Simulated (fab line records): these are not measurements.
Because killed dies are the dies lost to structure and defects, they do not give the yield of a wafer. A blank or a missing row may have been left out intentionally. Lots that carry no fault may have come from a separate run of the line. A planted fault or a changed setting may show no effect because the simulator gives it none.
Chamber matching :: flow n5Finfet :: 4 sister chambers for N5_MOL_CONTACT_COAG_STRIP_96 on rieDiel-02
The step strips in N2/H2. 18 wafers are shown with their chamber, then 9 later ones without.

== WAFERS, EACH WITH ITS CHAMBER ==
wafer: L074.1
chamber: 1
throttleValvePct (%): 18.69
showerheadPlenumPTorr (Torr): 3.38
drypumpMotorCurrentA (A): 6.1

wafer: L074.2
chamber: 0
throttleValvePct (%): 18.68
showerheadPlenumPTorr (Torr): 3.26
drypumpMotorCurrentA (A): 5.6

wafer: L074.5
chamber: 2
throttleValvePct (%): 19.28
showerheadPlenumPTorr (Torr): 3.36
drypumpMotorCurrentA (A): 6.0

wafer: L075.1
chamber: 0
throttleValvePct (%): 18.71
showerheadPlenumPTorr (Torr): 3.26
drypumpMotorCurrentA (A): 5.6

wafer: L075.2
chamber: 1
throttleValvePct (%): 18.73
showerheadPlenumPTorr (Torr): 3.38
drypumpMotorCurrentA (A): 6.1

wafer: L075.3
chamber: 2
throttleValvePct (%): 19.26
showerheadPlenumPTorr (Torr): 3.37
drypumpMotorCurrentA (A): 5.9

wafer: L079.2
chamber: 2
throttleValvePct (%): 19.29
showerheadPlenumPTorr (Torr): 3.36
drypumpMotorCurrentA (A): 5.9

wafer: L079.4
chamber: 3
throttleValvePct (%): 18.68
showerheadPlenumPTorr (Torr): 3.39
drypumpMotorCurrentA (A): 6.1

wafer: L079.6
chamber: 3
throttleValvePct (%): 18.68
showerheadPlenumPTorr (Torr): 3.39
drypumpMotorCurrentA (A): 6.1

wafer: L085.1
chamber: 1
throttleValvePct (%): 18.75
showerheadPlenumPTorr (Torr): 3.37
drypumpMotorCurrentA (A): 6.1

wafer: L085.2
chamber: 3
throttleValvePct (%): 18.71
showerheadPlenumPTorr (Torr): 3.38
drypumpMotorCurrentA (A): 6.1

wafer: L085.3
chamber: 2
throttleValvePct (%): 19.31
showerheadPlenumPTorr (Torr): 3.35
drypumpMotorCurrentA (A): 5.9

wafer: L085.4
chamber: 0
throttleValvePct (%): 18.74
showerheadPlenumPTorr (Torr): 3.25
drypumpMotorCurrentA (A): 5.7

wafer: L085.5
chamber: 0
throttleValvePct (%): 18.74
showerheadPlenumPTorr (Torr): 3.25
drypumpMotorCurrentA (A): 5.6

wafer: L085.6
chamber: 3
throttleValvePct (%): 18.70
showerheadPlenumPTorr (Torr): 3.38
drypumpMotorCurrentA (A): 6.0

wafer: L092.3
chamber: 0
throttleValvePct (%): 18.74
showerheadPlenumPTorr (Torr): 3.24
drypumpMotorCurrentA (A): 5.6

wafer: L092.4
chamber: 2
throttleValvePct (%): 19.32
showerheadPlenumPTorr (Torr): 3.35
drypumpMotorCurrentA (A): 6.0

wafer: L092.6
chamber: 1
throttleValvePct (%): 18.77
showerheadPlenumPTorr (Torr): 3.36
drypumpMotorCurrentA (A): 6.1

SIGNATURES (means of the wafers above)
reading: throttleValvePct
chamber 0: 18.7220
chamber 1: 18.7350
chamber 2: 19.2920
chamber 3: 18.6925
scatter within a chamber: 0.0258

reading: showerheadPlenumPTorr
chamber 0: 3.2520
chamber 1: 3.3725
chamber 2: 3.3580
chamber 3: 3.3850
scatter within a chamber: 0.00817

reading: drypumpMotorCurrentA
chamber 0: 5.620
chamber 1: 6.100
chamber 2: 5.940
chamber 3: 6.075
scatter within a chamber: 0.0443
Rule: for a wafer and a chamber, the distance is found by dividing, reading by reading, the gap between the wafer's reading and the chamber's mean by the reading's scatter, squaring, summing and taking the root. If the next closest chamber is less than 2 further off than the closest, the wafer can't be placed; otherwise it belongs to the closest. The scatter: take each reading less its chamber's mean, square it, sum over the shown wafers, divide by the number of wafers less the number of chambers, and take the root.

== WAFERS WITHOUT THEIR CHAMBER ==
wafer: L093.1
throttleValvePct (%): 19.33
showerheadPlenumPTorr (Torr): 3.35
drypumpMotorCurrentA (A): 6.0

wafer: L093.3
throttleValvePct (%): 18.76
showerheadPlenumPTorr (Torr): 3.24
drypumpMotorCurrentA (A): 5.7

wafer: L093.4
throttleValvePct (%): 18.77
showerheadPlenumPTorr (Torr): 3.37
drypumpMotorCurrentA (A): 6.1

wafer: L095.2
throttleValvePct (%): 18.76
showerheadPlenumPTorr (Torr): 3.24
drypumpMotorCurrentA (A): 5.7

wafer: L095.5
throttleValvePct (%): 18.74
showerheadPlenumPTorr (Torr): 3.24
drypumpMotorCurrentA (A): 5.7

wafer: L095.6
throttleValvePct (%): 18.75
showerheadPlenumPTorr (Torr): 3.37
drypumpMotorCurrentA (A): 6.0

wafer: L096.1
throttleValvePct (%): 18.77
showerheadPlenumPTorr (Torr): 3.36
drypumpMotorCurrentA (A): 6.1

wafer: L096.2
throttleValvePct (%): 18.76
showerheadPlenumPTorr (Torr): 3.23
drypumpMotorCurrentA (A): 5.7

wafer: L096.3
throttleValvePct (%): 18.73
showerheadPlenumPTorr (Torr): 3.37
drypumpMotorCurrentA (A): 6.0

== WHICH CHAMBER EACH WENT THROUGH ==
wafer: L093.1
from the rows above: 2
in truth: 2

wafer: L093.3
from the rows above: 0
in truth: 0

wafer: L093.4
from the rows above: 1
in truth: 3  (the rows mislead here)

wafer: L095.2
from the rows above: 0
in truth: 0

wafer: L095.5
from the rows above: 0
in truth: 0

wafer: L095.6
from the rows above: can't be placed: 1 or 3
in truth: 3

wafer: L096.1
from the rows above: 1
in truth: 1

wafer: L096.2
from the rows above: 0
in truth: 0

wafer: L096.3
from the rows above: can't be placed: 1 or 3
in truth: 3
Correctly placed: 6 of 9. Cannot be placed on the basis of these rows: 2; the candidates contain the true chamber in 2. Number placed wrongly: 1.
